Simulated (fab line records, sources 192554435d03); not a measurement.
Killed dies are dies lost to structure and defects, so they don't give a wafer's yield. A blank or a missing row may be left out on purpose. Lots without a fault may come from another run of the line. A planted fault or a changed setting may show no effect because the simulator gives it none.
Chamber matching | flow n5_finfet | N5_BEOL_M9_DEP_56 on pecvd-02: 3 sister chambers
The step deposits SiCN from 3MS/NH3, target thk 15 nm, time 26.5 s. 3 wafers are shown with their chamber, then 7 later ones without.

WAFERS WITH THEIR CHAMBER
wafer  | chamber | showerhead_plenum_p_Torr (Torr)
L094.5 | 2       | 3.663
L091.3 | 1       | 3.646
L091.5 | 0       | 3.666

WAFERS WITHOUT THEIR CHAMBER
wafer  | showerhead_plenum_p_Torr (Torr)
L091.6 | 3.660
L090.2 | 3.662
L090.4 | 3.664
L090.5 | 3.666
L092.1 | 3.659
L092.3 | 3.650
L092.5 | 3.667

WHICH CHAMBER EACH WENT THROUGH
wafer  | from the rows above     | in truth
L091.6 | can't be placed: 2 or 0 | 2
L090.2 | can't be placed: 2 or 0 | 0
L090.4 | can't be placed: 2 or 0 | 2
L090.5 | can't be placed: 0 or 2 | 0
L092.1 | can't be placed: 2 or 0 | 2
L092.3 | 1                       | 1
L092.5 | can't be placed: 0 or 2 | 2
Placed correctly: 1 of 7. Can't be placed from these rows: 6 (the true chamber is among the candidates in 6). Placed wrongly: 0.
How it was worked out, from the rows above alone: a wafer's distance from a chamber is the root of the sum, over the readings, of the square of ((its reading less the chamber's mean) divided by the reading's scatter). The wafer belongs to the nearest chamber; if the next one is less than 2 further off, it can't be placed. A chamber's mean is the mean of its shown wafers. The scatter: with one shown wafer a chamber, the root of the mean of the squares of how far each hidden wafer lies from its nearest shown one.
